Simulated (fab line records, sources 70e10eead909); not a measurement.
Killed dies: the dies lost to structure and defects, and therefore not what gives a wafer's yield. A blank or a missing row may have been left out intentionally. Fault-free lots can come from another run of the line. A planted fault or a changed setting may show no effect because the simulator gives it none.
Commonality check across tools / flow nand harc / 12 lots, 36 wafers sampled

## WHY THIS WAS OPENED
At NHARC_A_CONTACT_OVL_MEAS_43 the reading overlay x nm is flagged on 2 of 12 lots. Fault-free wafers read -0.1 nm, with a standard deviation of 0.67.
Rule: a lot is flagged when every wafer of it that has a number lies more than 4 standard deviations from that mean, or none has a number. All remaining lots are regarded as sound.

lot=L686; measured=day 22 05:16; on=overlay-02; overlay x nm (nm), wafer by wafer=0.0 0.2 0.5; flag=
lot=L688; measured=day 22 12:53; on=overlay-02; overlay x nm (nm), wafer by wafer=-1.1 -1.6 -0.8; flag=
lot=L687; measured=day 22 15:48; on=overlay-01; overlay x nm (nm), wafer by wafer=-0.2 0.0 -0.2; flag=
lot=L689; measured=day 23 01:49; on=overlay-02; overlay x nm (nm), wafer by wafer=0.1 -0.3 0.0; flag=
lot=L691; measured=day 23 16:47; on=overlay-01; overlay x nm (nm), wafer by wafer=0.4 0.7 0.8; flag=
lot=L696; measured=day 26 05:43; on=overlay-01; overlay x nm (nm), wafer by wafer=21.5 21.6 21.7; flag=FLAGGED
lot=L700; measured=day 27 01:46; on=overlay-02; overlay x nm (nm), wafer by wafer=-0.2 -0.7 -0.6; flag=
lot=L699; measured=day 27 16:17; on=overlay-01; overlay x nm (nm), wafer by wafer=19.9 19.8 20.3; flag=FLAGGED
lot=L703; measured=day 29 02:53; on=overlay-02; overlay x nm (nm), wafer by wafer=0.0 0.2 0.3; flag=
lot=L704; measured=day 29 04:37; on=overlay-02; overlay x nm (nm), wafer by wafer=0.6 0.5 0.6; flag=
lot=L705; measured=day 29 20:01; on=overlay-01; overlay x nm (nm), wafer by wafer=-0.5 -0.7 -0.1; flag=
lot=L708; measured=day 30 15:59; on=overlay-02; overlay x nm (nm), wafer by wafer=-0.4 -0.1 0.0; flag=
Average over the flagged lots: 20.8 nm; offset from the usual +20.9 nm, equal to +31 standard deviations.

## EACH LOT AND THE TOOL IT RAN ON
The record keeps 1 process step preceding the reading, out of 1302 steps on the route. In each cell: the tool, then ch and the chambers that the sampled wafers went through, then the start.
lot=L686; flag=; NHARC_A_CONTACT_EXPOSE_39=arfi scanner-01 ch 0, day 22 05:02
lot=L688; flag=; NHARC_A_CONTACT_EXPOSE_39=arfi scanner-02 ch 0, day 22 12:39
lot=L687; flag=; NHARC_A_CONTACT_EXPOSE_39=arfi scanner-03 ch 0, day 22 15:35
lot=L689; flag=; NHARC_A_CONTACT_EXPOSE_39=arfi scanner-03 ch 0, day 23 01:36
lot=L691; flag=; NHARC_A_CONTACT_EXPOSE_39=arfi scanner-01 ch 0, day 23 16:34
lot=L696; flag=FLAGGED; NHARC_A_CONTACT_EXPOSE_39=arfi scanner-03 ch 0, day 26 05:30
lot=L700; flag=; NHARC_A_CONTACT_EXPOSE_39=arfi scanner-02 ch 0, day 27 01:32
lot=L699; flag=FLAGGED; NHARC_A_CONTACT_EXPOSE_39=arfi scanner-03 ch 0, day 27 16:04
lot=L703; flag=; NHARC_A_CONTACT_EXPOSE_39=arfi scanner-01 ch 0, day 29 02:40
lot=L704; flag=; NHARC_A_CONTACT_EXPOSE_39=arfi scanner-01 ch 0, day 29 04:23
lot=L705; flag=; NHARC_A_CONTACT_EXPOSE_39=arfi scanner-01 ch 0, day 29 19:47
lot=L708; flag=; NHARC_A_CONTACT_EXPOSE_39=arfi scanner-01 ch 0, day 30 15:46
What is done by these steps:
- NHARC_A_CONTACT_EXPOSE_39: exposes mask A CC 3.
- NHARC_A_CONTACT_OVL_MEAS_43

## FLAGGED AGAINST TOTAL, ONE TOOL AT A TIME (gauges that did the reading follow at the end)
step=NHARC_A_CONTACT_EXPOSE_39; tool=arfi scanner-01; lots run=6; flagged=0; share of the flagged lots=none; sound lots run after its first flagged lot=-
step=NHARC_A_CONTACT_EXPOSE_39; tool=arfi scanner-02; lots run=2; flagged=0; share of the flagged lots=none; sound lots run after its first flagged lot=-
step=NHARC_A_CONTACT_EXPOSE_39; tool=arfi scanner-03; lots run=4; flagged=2; share of the flagged lots=all; sound lots run after its first flagged lot=0
step=NHARC_A_CONTACT_OVL_MEAS_43; tool=overlay-01; lots run=5; flagged=2; share of the flagged lots=all; sound lots run after its first flagged lot=1 (L705)
step=NHARC_A_CONTACT_OVL_MEAS_43; tool=overlay-02; lots run=7; flagged=0; share of the flagged lots=none; sound lots run after its first flagged lot=-

## THE TABLE: WHAT IT ALLOWS
2 rows of the table ran every flagged lot: arfi scanner-03 at NHARC_A_CONTACT_EXPOSE_39, overlay-01 at NHARC_A_CONTACT_OVL_MEAS_43.
- arfi scanner-03 at NHARC_A_CONTACT_EXPOSE_39 ran 4 lots, 2 of them flagged. Its last sound lot is L689 (day 23 01:36), its first flagged lot L696 (day 26 05:30): a fault that began between those two fits.
- overlay-01 at NHARC_A_CONTACT_OVL_MEAS_43 ran 5 lots, 2 of them flagged. Sound lots followed the first flagged one (L705) on it, something a lasting fault affecting the whole tool could not allow.
arfi scanner-03 at NHARC_A_CONTACT_EXPOSE_39 is the single tool remaining.

## WHAT THE SIMULATOR HAD PUT IN
Scanner matching overlay: arfi scanner-03, from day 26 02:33 on, at NHARC_A_CONTACT_EXPOSE_39. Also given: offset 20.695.
Shown lots that were struck: L696, L699. The same result came from the rule above.
